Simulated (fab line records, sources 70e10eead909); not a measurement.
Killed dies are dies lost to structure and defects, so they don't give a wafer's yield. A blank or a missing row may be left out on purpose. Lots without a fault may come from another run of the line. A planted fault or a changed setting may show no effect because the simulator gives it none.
Chamber matching | flow nand_harc | NHARC_A_WL_FILL_ALD_10 on ald_hk-04: 4 sister chambers
The step deposits SiO2, target thk 50 nm, pulse time 10 s, ald cycles 500. 16 wafers are shown with their chamber, then 8 later ones without.

WAFERS WITH THEIR CHAMBER
wafer  | chamber | heater_power_outer_w (W) | heater_power_w (W) | precursor_pulse_height_rel
L077.1 | 3       | 274                      | 499                | 0.983
L077.2 | 2       | 263                      | 436                | 0.997
L077.3 | 1       | 247                      | 480                | 0.999
L084.3 | 1       | 250                      | 474                | 0.999
L084.5 | 2       | 257                      | 454                | 0.994
L084.6 | 1       | 259                      | 474                | 1.002
L085.1 | 1       | 247                      | 480                | 0.950
L085.5 | 2       | 253                      | 451                | 1.015
L085.6 | 1       | 249                      | 473                | 1.010
L091.3 | 0       | 247                      | 447                | 1.002
L091.5 | 2       | 252                      | 457                | 1.000
L091.6 | 1       | 257                      | 497                | 1.039
L092.3 | 3       | 278                      | 471                | 0.988
L092.5 | 0       | 242                      | 450                | 0.953
L092.6 | 3       | 283                      | 501                | 1.003
L094.2 | 0       | 237                      | 441                | 0.974

SIGNATURES (means of the wafers above)
reading                    | chamber 0 | chamber 1 | chamber 2 | chamber 3 | scatter within a chamber
heater_power_outer_w       | 242.00    | 251.50    | 256.25    | 278.33    | 5.01
heater_power_w             | 446.00    | 479.67    | 449.50    | 490.33    | 10.3
precursor_pulse_height_rel | 0.97633   | 0.99983   | 1.00150   | 0.99133   | 0.022
Rule: a wafer's distance from a chamber is the root of the sum, over the readings, of the square of ((its reading less the chamber's mean) divided by the reading's scatter). The wafer belongs to the nearest chamber; if the next one is less than 2 further off, it can't be placed. The scatter: the root of (the sum of the squares of (reading less its chamber's mean) over the shown wafers, divided by (wafers less chambers)).

WAFERS WITHOUT THEIR CHAMBER
wafer  | heater_power_outer_w (W) | heater_power_w (W) | precursor_pulse_height_rel
L094.4 | 259                      | 491                | 1.056
L094.6 | 241                      | 444                | 1.008
L095.3 | 252                      | 446                | 1.000
L095.2 | 234                      | 431                | 1.010
L095.5 | 253                      | 503                | 0.998
L097.4 | 271                      | 479                | 1.002
L097.2 | 253                      | 442                | 1.029
L097.6 | 276                      | 476                | 0.993

WHICH CHAMBER EACH WENT THROUGH
wafer  | from the rows above          | in truth
L094.4 | can't be placed: 1 or 2 or 3 | 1
L094.6 | can't be placed: 0 or 2      | 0
L095.3 | can't be placed: 2 or 0      | 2
L095.2 | 0                            | 0
L095.5 | 1                            | 1
L097.4 | 3                            | 3
L097.2 | can't be placed: 2 or 0      | 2
L097.6 | 3                            | 3
Placed correctly: 4 of 8. Can't be placed from these rows: 4 (the true chamber is among the candidates in 4). Placed wrongly: 0.
